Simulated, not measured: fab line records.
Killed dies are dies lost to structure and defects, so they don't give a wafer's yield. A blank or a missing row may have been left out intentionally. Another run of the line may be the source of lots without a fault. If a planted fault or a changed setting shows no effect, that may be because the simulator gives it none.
Matching of chambers	flow n5Finfet	N5_FIN_SAQP_STRIP_77 on rieDiel-03 has 4 sister chambers
The step strips in N2/H2, time 90 s. 4 wafers are shown with their chamber, then 8 later ones without.

## EACH WAFER AND ITS CHAMBER
wafer	chamber	showerheadPlenumPTorr (Torr)
L081.2	0	3.34
L081.3	1	3.51
L081.6	2	3.24
L084.2	3	3.36

## WAFERS WITHOUT THEIR CHAMBER
wafer	showerheadPlenumPTorr (Torr)
L084.5	3.36
L084.6	3.24
L085.3	3.23
L085.4	3.51
L085.6	3.23
L097.1	3.22
L097.3	3.34
L097.5	3.32

## THE CHAMBER EACH PASSED THROUGH
wafer	from the rows above	in truth
L084.5	can't be placed: 3 or 0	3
L084.6	2	2
L085.3	2	2
L085.4	1	1
L085.6	2	2
L097.1	2	2
L097.3	can't be placed: 0 or 3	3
L097.5	can't be placed: 0 or 3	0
5 of 8 placed correctly. From these rows, 3 cannot be placed; in 3 the true chamber is one of the candidates. 0 placed wrongly.
How it was worked out, from the rows above alone: a wafer's distance from a chamber is the root of the sum, over the readings, of the square of ((its reading less the chamber's mean) divided by the reading's scatter). If the next closest chamber is less than 2 further off than the closest, the wafer can't be placed; otherwise it belongs to the closest. A chamber's mean is the mean of its shown wafers. The scatter: root of mean squared gap, hidden wafer to nearest shown wafer, with one shown wafer a chamber.
